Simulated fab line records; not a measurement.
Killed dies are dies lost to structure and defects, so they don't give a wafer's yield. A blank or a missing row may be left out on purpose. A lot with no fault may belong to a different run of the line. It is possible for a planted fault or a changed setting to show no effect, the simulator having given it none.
Which tool did it? / flow nand harc / 32 wafers from 11 lots sampled at 3 of the route's 1159 steps

## WHAT THE GAUGES SHOWED, per wafer
NHARC_P_GATE_CD_MEAS_26: target cd 120 nm.
lot=L133; measured=day 4 09:34; on=cd sem-02; cd nm (nm)=118.7 120.1 118.5
lot=L134; measured=day 5 00:57; on=cd sem-03; cd nm (nm)=119.6 120.2 119.4
lot=L136; measured=day 5 03:08; on=cd sem-01; cd nm (nm)=120.8 119.4 120.5
lot=L138; measured=day 5 16:11; on=cd sem-02; cd nm (nm)=121.0 120.2 120.3
lot=L139; measured=day 6 06:52; on=cd sem-03; cd nm (nm)=120.1 121.1 120.5
lot=L142; measured=day 7 06:06; on=cd sem-03; cd nm (nm)=122.1 123.4 121.7 122.3 123.5 121.9
lot=L143; measured=day 7 05:20; on=cd sem-01; cd nm (nm)=122.9 122.8 122.7 123.0
lot=L147; measured=day 8 13:33; on=cd sem-02; cd nm (nm)=120.0 120.1 120.1
lot=L154; measured=day 9 15:46; on=cd sem-03; cd nm (nm)=119.7 119.7 120.0
lot=L153; measured=day 9 16:22; on=cd sem-03; cd nm (nm)=119.6 119.3 120.0
lot=L156; measured=day 10 06:02; on=cd sem-03; cd nm (nm)=120.7 121.4 120.5

## WHICH TOOL RAN EACH LOT (tool, then ch and the chambers of the sampled wafers, then the start)
lot=L133; NHARC_P_STI_ETCH_42=rie diel-06 ch 0,2, day 2 07:44; NHARC_P_GATE_PEB_24=litho track-06 ch 0, day 4 09:29
lot=L134; NHARC_P_STI_ETCH_42=rie diel-11 ch 1,3, day 2 19:05; NHARC_P_GATE_PEB_24=litho track-06 ch 0, day 5 00:52
lot=L136; NHARC_P_STI_ETCH_42=rie diel-12 ch 1,2,3, day 3 05:02; NHARC_P_GATE_PEB_24=litho track-04 ch 0, day 5 03:03
lot=L138; NHARC_P_STI_ETCH_42=rie diel-12 ch 0,2,3, day 3 14:26; NHARC_P_GATE_PEB_24=litho track-04 ch 0, day 5 16:05
lot=L139; NHARC_P_STI_ETCH_42=rie diel-11 ch 0,1,3, day 3 23:10; NHARC_P_GATE_PEB_24=litho track-04 ch 0, day 6 06:47
lot=L142; NHARC_P_STI_ETCH_42=rie diel-06 ch 0,1,2, day 4 19:52; NHARC_P_GATE_PEB_24=litho track-04 ch 0, day 7 06:01
lot=L143; NHARC_P_STI_ETCH_42=rie diel-12 ch 0,1, day 4 20:01; NHARC_P_GATE_PEB_24=litho track-04 ch 0, day 7 05:16
lot=L147; NHARC_P_STI_ETCH_42=rie diel-06 ch 0,1,3, day 6 01:10; NHARC_P_GATE_PEB_24=litho track-06 ch 0, day 8 13:28
lot=L154; NHARC_P_STI_ETCH_42=rie diel-12 ch 1,2,3, day 7 15:25; NHARC_P_GATE_PEB_24=litho track-06 ch 0, day 9 15:41
lot=L153; NHARC_P_STI_ETCH_42=rie diel-11 ch 0,1,2, day 7 15:35; NHARC_P_GATE_PEB_24=litho track-06 ch 0, day 9 16:17
lot=L156; NHARC_P_STI_ETCH_42=rie diel-06 ch 0,3, day 8 04:56; NHARC_P_GATE_PEB_24=litho track-04 ch 0, day 10 05:57
- NHARC_P_STI_ETCH_42: etches the open film in N2/H2, target depth 80 nm, overetch 24 nm, time 61 s.
- NHARC_P_GATE_PEB_24: peb time 65 s.

## AS READ BY THE TOOLS THEMSELVES (means over the sampled wafers that have a number; for cases with no such wafer, the mark the record gives instead)
NHARC_P_STI_ETCH_42.
lot=L133; tool=rie diel-06; drypump motor current A (A)=5.1; oes product au (a.u.)=0.997; rf vpp V (V)=432.3; showerhead plenum p Torr (Torr)=2.11; throttle valve pct (%)=14.172
lot=L134; tool=rie diel-11; drypump motor current A (A)=5.6; oes product au (a.u.)=1.008; rf vpp V (V)=429.4; showerhead plenum p Torr (Torr)=1.99; throttle valve pct (%)=14.169
lot=L136; tool=rie diel-12; drypump motor current A (A)=5.7; oes product au (a.u.)=1.009; rf vpp V (V)=431.9; showerhead plenum p Torr (Torr)=2.09; throttle valve pct (%)=14.169
lot=L138; tool=rie diel-12; drypump motor current A (A)=5.4; oes product au (a.u.)=1.011; rf vpp V (V)=429.9; showerhead plenum p Torr (Torr)=2.04; throttle valve pct (%)=14.171
lot=L139; tool=rie diel-11; drypump motor current A (A)=5.5; oes product au (a.u.)=1.011; rf vpp V (V)=429.0; showerhead plenum p Torr (Torr)=1.99; throttle valve pct (%)=14.172
lot=L142; tool=rie diel-06; drypump motor current A (A)=5.2; oes product au (a.u.)=0.996; rf vpp V (V)=433.4; showerhead plenum p Torr (Torr)=2.12; throttle valve pct (%)=14.171
lot=L143; tool=rie diel-12; drypump motor current A (A)=5.5; oes product au (a.u.)=1.008; rf vpp V (V)=433.5; showerhead plenum p Torr (Torr)=2.13; throttle valve pct (%)=14.158
lot=L147; tool=rie diel-06; drypump motor current A (A)=5.4; oes product au (a.u.)=1.008; rf vpp V (V)=432.0; showerhead plenum p Torr (Torr)=2.08; throttle valve pct (%)=14.167
lot=L154; tool=rie diel-12; drypump motor current A (A)=5.8; oes product au (a.u.)=1.019; rf vpp V (V)=432.4; showerhead plenum p Torr (Torr)=2.09; throttle valve pct (%)=14.167
lot=L153; tool=rie diel-11; drypump motor current A (A)=5.8; oes product au (a.u.)=1.001; rf vpp V (V)=428.5; showerhead plenum p Torr (Torr)=1.99; throttle valve pct (%)=14.164
lot=L156; tool=rie diel-06; drypump motor current A (A)=5.3; oes product au (a.u.)=1.000; rf vpp V (V)=431.4; showerhead plenum p Torr (Torr)=2.07; throttle valve pct (%)=14.170

NHARC_P_GATE_PEB_24.
lot=L133; tool=litho track-06; heater power total W (W)=156.4; plate temp C (C)=100.03
lot=L134; tool=litho track-06; heater power total W (W)=156.8; plate temp C (C)=99.89
lot=L136; tool=litho track-04; heater power total W (W)=156.6; plate temp C (C)=100.09
lot=L138; tool=litho track-04; heater power total W (W)=156.8; plate temp C (C)=100.04
lot=L139; tool=litho track-04; heater power total W (W)=156.2; plate temp C (C)=99.90
lot=L142; tool=litho track-04; heater power total W (W)=155.3; plate temp C (C)=99.44
lot=L143; tool=litho track-04; heater power total W (W)=154.6; plate temp C (C)=99.70
lot=L147; tool=litho track-06; heater power total W (W)=156.5; plate temp C (C)=99.98
lot=L154; tool=litho track-06; heater power total W (W)=156.8; plate temp C (C)=99.93
lot=L153; tool=litho track-06; heater power total W (W)=156.9; plate temp C (C)=100.09
lot=L156; tool=litho track-04; heater power total W (W)=156.5; plate temp C (C)=99.89

## THE ANSWER, worked out from the rows above alone
Rule: usual is defined by the lots themselves. Put in order of their means at a reading, lots are off if they are a third of the lots or fewer, leave a main group of 4 or more, and stand apart from it by a gap of 3 or more times the standard deviation of the main group's means; of several such gaps the widest counts. If all means in a main group match to the digits the tables above print for the reading, that group is not used. Also off: a lot with no number at a reading for which 4 or more lots have one. Any other lot the step has rows for is counted as sound. After the gauges, taken in route order, come the tools' own readings; for these a lot's mean is taken, as printed above. The first step at which some lot is off is used, and at that step the reading that is off furthest; a lot without a number counts as furthest.
Off: L142, L143 (NHARC_P_GATE_CD_MEAS_26, cd nm). Main group: mean 120.1 nm, sd 0.52.
If a tool, at a process step before that reading, ran all the lots that are off and no sound lot after the first of them, it fits. Not tried: the gauges at NHARC_P_GATE_CD_MEAS_26; whatever is off there is also off at NHARC_P_GATE_PEB_24, on other tools, and gauge error can't account for it. None of those tried fits.

## WHAT THE SIMULATOR PUT IN
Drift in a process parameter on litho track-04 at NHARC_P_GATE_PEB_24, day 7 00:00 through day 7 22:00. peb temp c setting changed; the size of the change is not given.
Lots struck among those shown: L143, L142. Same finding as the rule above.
